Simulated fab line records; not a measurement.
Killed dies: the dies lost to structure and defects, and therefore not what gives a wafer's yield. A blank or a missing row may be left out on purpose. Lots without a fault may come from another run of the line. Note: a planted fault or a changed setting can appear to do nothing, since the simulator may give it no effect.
Which tool is to blame? || flow n5 finfet || 10 lots, 29 wafers sampled, at 6 steps of a route of 1938

WHAT THE GAUGES SHOWED, per wafer
N5_SDB_INSPECT_36: inspects for defects (darkfield). Usual: raw defect count reads 37 (standard deviation 16).
{"lot": "L725", "measured": "day 4 21:29", "on": "defect inspect-02", "raw defect count": "33 54 42", "flag": ""}
{"lot": "L726", "measured": "day 5 04:10", "on": "defect inspect-01", "raw defect count": "34 28 59", "flag": ""}
{"lot": "L727", "measured": "day 5 08:30", "on": "defect inspect-01", "raw defect count": "35 23 18", "flag": ""}
{"lot": "L728", "measured": "day 5 16:05", "on": "defect inspect-02", "raw defect count": "25 34 62", "flag": ""}
{"lot": "L729", "measured": "day 5 21:01", "on": "defect inspect-01", "raw defect count": "45 43 27", "flag": ""}
{"lot": "L731", "measured": "day 6 10:32", "on": "defect inspect-01", "raw defect count": "16 17 36", "flag": ""}
{"lot": "L739", "measured": "day 8 19:22", "on": "defect inspect-01", "raw defect count": "40 42 17", "flag": ""}
{"lot": "L741", "measured": "day 9 02:01", "on": "defect inspect-01", "raw defect count": "29 24 17", "flag": ""}
{"lot": "L742", "measured": "day 9 05:08", "on": "defect inspect-01", "raw defect count": "113 54 27", "flag": ""}
{"lot": "L744", "measured": "day 9 21:59", "on": "defect inspect-01", "raw defect count": "40 40", "flag": ""}

N5_DUMMY_REMOVAL_INSPECT_06: inspects for defects (brightfield). Usual: raw defect count reads 12 (standard deviation 6).
{"lot": "L725", "measured": "day 4 21:43", "on": "defect inspect-02", "raw defect count": "18 7 7", "flag": ""}
{"lot": "L726", "measured": "day 5 04:24", "on": "defect inspect-01", "raw defect count": "20 13 24", "flag": ""}
{"lot": "L727", "measured": "day 5 08:44", "on": "defect inspect-02", "raw defect count": "17 6 8", "flag": ""}
{"lot": "L728", "measured": "day 5 16:22", "on": "defect inspect-01", "raw defect count": "10 17 21", "flag": ""}
{"lot": "L729", "measured": "day 5 21:15", "on": "defect inspect-02", "raw defect count": "7 11 2", "flag": ""}
{"lot": "L731", "measured": "day 6 10:46", "on": "defect inspect-01", "raw defect count": "10 6 15", "flag": ""}
{"lot": "L739", "measured": "day 8 20:10", "on": "defect inspect-01", "raw defect count": "10 14 12", "flag": ""}
{"lot": "L741", "measured": "day 9 02:16", "on": "defect inspect-01", "raw defect count": "11 20 8", "flag": ""}
{"lot": "L742", "measured": "day 9 05:46", "on": "defect inspect-02", "raw defect count": "10 19 6", "flag": ""}
{"lot": "L744", "measured": "day 9 22:40", "on": "defect inspect-02", "raw defect count": "8 15", "flag": ""}

N5_HKMG_FIN_CD_MEAS_49 targets a cd of 202 nm. Usual: cd nm reads 202.2 nm (standard deviation 0.73).
{"lot": "L725", "measured": "day 4 22:54", "on": "cd sem-01", "cd nm (nm)": "201.7 201.5 200.9", "flag": ""}
{"lot": "L726", "measured": "day 5 05:43", "on": "cd sem-02", "cd nm (nm)": "201.8 202.5 203.0", "flag": ""}
{"lot": "L727", "measured": "day 5 10:11", "on": "cd sem-02", "cd nm (nm)": "202.5 203.1 202.4", "flag": ""}
{"lot": "L728", "measured": "day 5 17:34", "on": "cd sem-02", "cd nm (nm)": "202.4 202.3 203.3", "flag": ""}
{"lot": "L729", "measured": "day 5 22:37", "on": "cd sem-02", "cd nm (nm)": "200.3 201.2 200.4", "flag": ""}
{"lot": "L731", "measured": "day 6 12:08", "on": "cd sem-02", "cd nm (nm)": "202.6 203.0 203.4", "flag": ""}
{"lot": "L739", "measured": "day 8 21:22", "on": "cd sem-02", "cd nm (nm)": "202.0 202.2 201.2", "flag": ""}
{"lot": "L741", "measured": "day 9 03:34", "on": "cd sem-02", "cd nm (nm)": "201.3 201.5 202.1", "flag": ""}
{"lot": "L742", "measured": "day 9 07:57", "on": "cd sem-01", "cd nm (nm)": "202.6 202.0 202.5", "flag": ""}
{"lot": "L744", "measured": "day 10 00:02", "on": "cd sem-01", "cd nm (nm)": "202.8 201.6", "flag": ""}

N5_HKMG_FIN_INSPECT_61: inspects for defects (macro). Usual: raw defect count reads 2.0 (standard deviation 1.6).
{"lot": "L725", "measured": "day 4 22:57", "on": "defect inspect-02", "raw defect count": "1 1 4", "flag": ""}
{"lot": "L726", "measured": "day 5 05:46", "on": "defect inspect-02", "raw defect count": "1 1 4", "flag": ""}
{"lot": "L727", "measured": "day 5 10:14", "on": "defect inspect-02", "raw defect count": "1 1 1", "flag": ""}
{"lot": "L728", "measured": "day 5 17:38", "on": "defect inspect-02", "raw defect count": "3 4 1", "flag": ""}
{"lot": "L729", "measured": "day 5 22:40", "on": "defect inspect-02", "raw defect count": "3 2 2", "flag": ""}
{"lot": "L731", "measured": "day 6 12:11", "on": "defect inspect-02", "raw defect count": "4 1 1", "flag": ""}
{"lot": "L739", "measured": "day 8 21:25", "on": "defect inspect-01", "raw defect count": "0 1 2", "flag": ""}
{"lot": "L741", "measured": "day 9 03:37", "on": "defect inspect-02", "raw defect count": "296 >300 299", "flag": "OFF"}
{"lot": "L742", "measured": "day 9 08:00", "on": "defect inspect-02", "raw defect count": ">300 287 >300", "flag": "OFF"}
{"lot": "L744", "measured": "day 10 00:06", "on": "defect inspect-02", "raw defect count": "2 1", "flag": ""}

N5_BEOL_M4_RC_MEAS_101. Usual: DIBL_N 35.8 mV/V, standard deviation 1.6; DIBL_P 35.6 mV/V, standard deviation 2; IOFF_N 0.15 nA/um, standard deviation 0.031; IOFF_P 0.20 nA/um, standard deviation 0.033; ION_N 668 uA/um, standard deviation 12; ION_P 459 uA/um, standard deviation 6.8; SS_N 71.4 mV/dec, standard deviation 0.53; SS_P 73.1 mV/dec, standard deviation 0.63; VT_N 250 mV, standard deviation 3.5; VT_P -251 mV, standard deviation 3.
{"lot": "L725", "measured": "day 14 04:38", "on": "prober-01", "DIBL_N (mV/V)": "33.3 34.9 34.7", "DIBL_P (mV/V)": "32.8 34.0 33.7", "IOFF_N (nA/um)": "0.11 0.13 0.12", "IOFF_P (nA/um)": "0.16 0.17 0.18", "ION_N (uA/um)": "662 662 667", "ION_P (uA/um)": "455 452 458", "SS_N (mV/dec)": "71.1 71.9 71.4", "SS_P (mV/dec)": "72.4 72.8 73.2", "VT_N (mV)": "254 253 253", "VT_P (mV)": "-253 -253 -254", "flag": ""}
{"lot": "L726", "measured": "day 15 17:04", "on": "prober-01", "DIBL_N (mV/V)": "35.7 34.6 37.6", "DIBL_P (mV/V)": "34.5 32.7 36.9", "IOFF_N (nA/um)": "0.15 0.13 0.18", "IOFF_P (nA/um)": "0.21 0.18 0.25", "ION_N (uA/um)": "672 667 672", "ION_P (uA/um)": "464 461 468", "SS_N (mV/dec)": "71.4 71.2 71.8", "SS_P (mV/dec)": "72.7 72.6 73.6", "VT_N (mV)": "247 252 249", "VT_P (mV)": "-250 -251 -246", "flag": ""}
{"lot": "L727", "measured": "day 16 00:29", "on": "prober-02", "DIBL_N (mV/V)": "36.1 38.3 38.4", "DIBL_P (mV/V)": "32.6 34.5 35.5", "IOFF_N (nA/um)": "0.14 0.16 0.17", "IOFF_P (nA/um)": "0.18 0.21 0.22", "ION_N (uA/um)": "660 658 670", "ION_P (uA/um)": "455 450 461", "SS_N (mV/dec)": "72.3 72.0 72.3", "SS_P (mV/dec)": "73.0 73.9 73.8", "VT_N (mV)": "251 249 246", "VT_P (mV)": "-251 -250 -249", "flag": ""}
{"lot": "L728", "measured": "day 17 03:42", "on": "prober-01", "DIBL_N (mV/V)": "34.6 34.2 33.9", "DIBL_P (mV/V)": "34.7 34.0 34.0", "IOFF_N (nA/um)": "0.12 0.12 0.12", "IOFF_P (nA/um)": "0.17 0.17 0.17", "ION_N (uA/um)": "643 657 644", "ION_P (uA/um)": "449 455 451", "SS_N (mV/dec)": "70.8 70.2 70.4", "SS_P (mV/dec)": "71.9 72.0 72.1", "VT_N (mV)": "258 255 256", "VT_P (mV)": "-252 -253 -254", "flag": ""}
{"lot": "L729", "measured": "day 17 06:56", "on": "prober-01", "DIBL_N (mV/V)": "36.9 35.9 35.8", "DIBL_P (mV/V)": "37.6 36.5 36.0", "IOFF_N (nA/um)": "0.16 0.14 0.15", "IOFF_P (nA/um)": "0.21 0.19 0.19", "ION_N (uA/um)": "680 666 677", "ION_P (uA/um)": "470 454 464", "SS_N (mV/dec)": "71.3 71.4 71.4", "SS_P (mV/dec)": "73.9 73.9 73.5", "VT_N (mV)": "251 252 252", "VT_P (mV)": "-251 -253 -252", "flag": ""}
{"lot": "L731", "measured": "day 14 20:29", "on": "prober-01", "DIBL_N (mV/V)": "34.4 33.6 34.4", "DIBL_P (mV/V)": "34.3 33.3 34.1", "IOFF_N (nA/um)": "0.13 0.11 0.13", "IOFF_P (nA/um)": "0.19 0.17 0.18", "ION_N (uA/um)": "660 649 650", "ION_P (uA/um)": "462 458 454", "SS_N (mV/dec)": "70.7 70.8 70.7", "SS_P (mV/dec)": "73.0 72.6 72.7", "VT_N (mV)": "252 255 252", "VT_P (mV)": "-249 -253 -253", "flag": ""}
{"lot": "L739", "measured": "day 19 03:45", "on": "prober-02", "DIBL_N (mV/V)": "34.3 36.0 39.0", "DIBL_P (mV/V)": "35.4 37.6 40.7", "IOFF_N (nA/um)": "0.14 0.17 0.25", "IOFF_P (nA/um)": "0.18 0.20 0.27", "ION_N (uA/um)": "674 679 691", "ION_P (uA/um)": "463 462 467", "SS_N (mV/dec)": "70.5 71.3 72.0", "SS_P (mV/dec)": "72.9 73.1 73.1", "VT_N (mV)": "250 246 243", "VT_P (mV)": "-254 -251 -249", "flag": ""}
{"lot": "L741", "measured": "day 20 04:14", "on": "prober-01", "DIBL_N (mV/V)": "38.2 37.8 35.0", "DIBL_P (mV/V)": "37.8 36.4 33.0", "IOFF_N (nA/um)": "0.17 0.16 0.11", "IOFF_P (nA/um)": "0.23 0.20 0.16", "ION_N (uA/um)": "669 659 663", "ION_P (uA/um)": "455 456 457", "SS_N (mV/dec)": "72.1 72.2 71.0", "SS_P (mV/dec)": "73.5 74.3 72.4", "VT_N (mV)": "249 248 254", "VT_P (mV)": "-248 -253 -254", "flag": ""}
{"lot": "L742", "measured": "day 19 04:35", "on": "prober-01", "DIBL_N (mV/V)": "37.5 35.8 38.9", "DIBL_P (mV/V)": "36.4 35.5 38.6", "IOFF_N (nA/um)": "0.16 0.14 0.19", "IOFF_P (nA/um)": "0.21 0.20 0.24", "ION_N (uA/um)": "662 659 670", "ION_P (uA/um)": "455 462 460", "SS_N (mV/dec)": "71.3 70.8 71.8", "SS_P (mV/dec)": "73.1 73.3 73.6", "VT_N (mV)": "249 252 248", "VT_P (mV)": "-249 -251 -247", "flag": ""}
{"lot": "L744", "measured": "day 20 12:02", "on": "prober-01", "DIBL_N (mV/V)": "38.3 38.3", "DIBL_P (mV/V)": "39.7 39.2", "IOFF_N (nA/um)": "0.23 0.22", "IOFF_P (nA/um)": "0.28 0.27", "ION_N (uA/um)": "708 685", "ION_P (uA/um)": "480 465", "SS_N (mV/dec)": "71.9 71.4", "SS_P (mV/dec)": "73.8 74.4", "VT_N (mV)": "243 244", "VT_P (mV)": "-245 -244", "flag": ""}

WHAT TOOL EACH LOT RAN ON (gives the tool, then ch and the chambers of the sampled wafers, and finally the start)
{"lot": "L725", "N5_HKMG_FIN_ALD_75": "ald hk-02 ch 2,3, day 4 22:34"}
{"lot": "L726", "N5_HKMG_FIN_ALD_75": "ald hk-03 ch 0,2,3, day 5 05:15"}
{"lot": "L727", "N5_HKMG_FIN_ALD_75": "ald hk-01 ch 0,1,3, day 5 09:50"}
{"lot": "L728", "N5_HKMG_FIN_ALD_75": "ald hk-01 ch 1,2,3, day 5 17:14"}
{"lot": "L729", "N5_HKMG_FIN_ALD_75": "ald hk-02 ch 0,3, day 5 22:08"}
{"lot": "L731", "N5_HKMG_FIN_ALD_75": "ald hk-01 ch 0,1,2, day 6 11:40"}
{"lot": "L739", "N5_HKMG_FIN_ALD_75": "ald hk-02 ch 0,2,3, day 8 21:01"}
{"lot": "L741", "N5_HKMG_FIN_ALD_75": "ald hk-02 ch 0,3, day 9 03:06"}
{"lot": "L742", "N5_HKMG_FIN_ALD_75": "ald hk-02 ch 0,1, day 9 07:29"}
{"lot": "L744", "N5_HKMG_FIN_ALD_75": "ald hk-03 ch 0,2, day 9 23:42"}
- N5_HKMG_FIN_ALD_75: deposits Al2O3, target thk 1 nm, co reactant pulse time 1 s.

WHAT THE TOOLS THEMSELVES READ (means of the sampled wafers that have a number; where no wafer has one, the mark that the record gives instead)
N5_HKMG_FIN_ALD_75. Usual: heater power w 143 W, standard deviation 16; precursor pulse height rel 1.000, standard deviation 0.021.
{"lot": "L725", "tool": "ald hk-02", "heater power w (W)": 153, "precursor pulse height rel": 0.991, "flag": ""}
{"lot": "L726", "tool": "ald hk-03", "heater power w (W)": 148, "precursor pulse height rel": 1.006, "flag": ""}
{"lot": "L727", "tool": "ald hk-01", "heater power w (W)": 146, "precursor pulse height rel": 1.008, "flag": ""}
{"lot": "L728", "tool": "ald hk-01", "heater power w (W)": 144, "precursor pulse height rel": 0.993, "flag": ""}
{"lot": "L729", "tool": "ald hk-02", "heater power w (W)": 139, "precursor pulse height rel": 1.006, "flag": ""}
{"lot": "L731", "tool": "ald hk-01", "heater power w (W)": 132, "precursor pulse height rel": 1.008, "flag": ""}
{"lot": "L739", "tool": "ald hk-02", "heater power w (W)": 146, "precursor pulse height rel": 1.000, "flag": ""}
{"lot": "L741", "tool": "ald hk-02", "heater power w (W)": 141, "precursor pulse height rel": 1.018, "flag": ""}
{"lot": "L742", "tool": "ald hk-02", "heater power w (W)": 142, "precursor pulse height rel": 0.998, "flag": ""}
{"lot": "L744", "tool": "ald hk-03", "heater power w (W)": 153, "precursor pulse height rel": 0.992, "flag": ""}

THE ANSWER, worked out from the rows above alone
Rule: a lot is off if the mean of its wafers that have a number lies more than 3 standard deviations from the usual mean. A lot without any number at a reading at which 4 lots or more have one is off too. All remaining lots with rows at the step are treated as sound. The gauges are gone through in route order, then the tools' own readings, and for those a lot's mean is taken as printed above. The first step at which some lot is off is used, and at that step the reading that is off furthest; a lot without a number counts as furthest.
Off: L741, L742 (N5_HKMG_FIN_INSPECT_61, raw defect count).
A tool fits if, at a process step before that reading, it ran every lot that is off, and no sound lot after the first of them. Gauges at N5_HKMG_FIN_INSPECT_61: tried the same way as those tools. One fits: ald hk-02 at N5_HKMG_FIN_ALD_75. Its last sound lot is L739 (day 8 21:01), its first lot that is off L741 (day 9 03:06): a fault that began between those two fits.

WHAT HAD BEEN PUT IN BY THE SIMULATOR
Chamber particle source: ald hk-02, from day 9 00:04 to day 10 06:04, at N5_HKMG_FIN_ALD_75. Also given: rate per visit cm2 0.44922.
Lots struck among those shown: L741, L742. This agrees with what the rule above found.
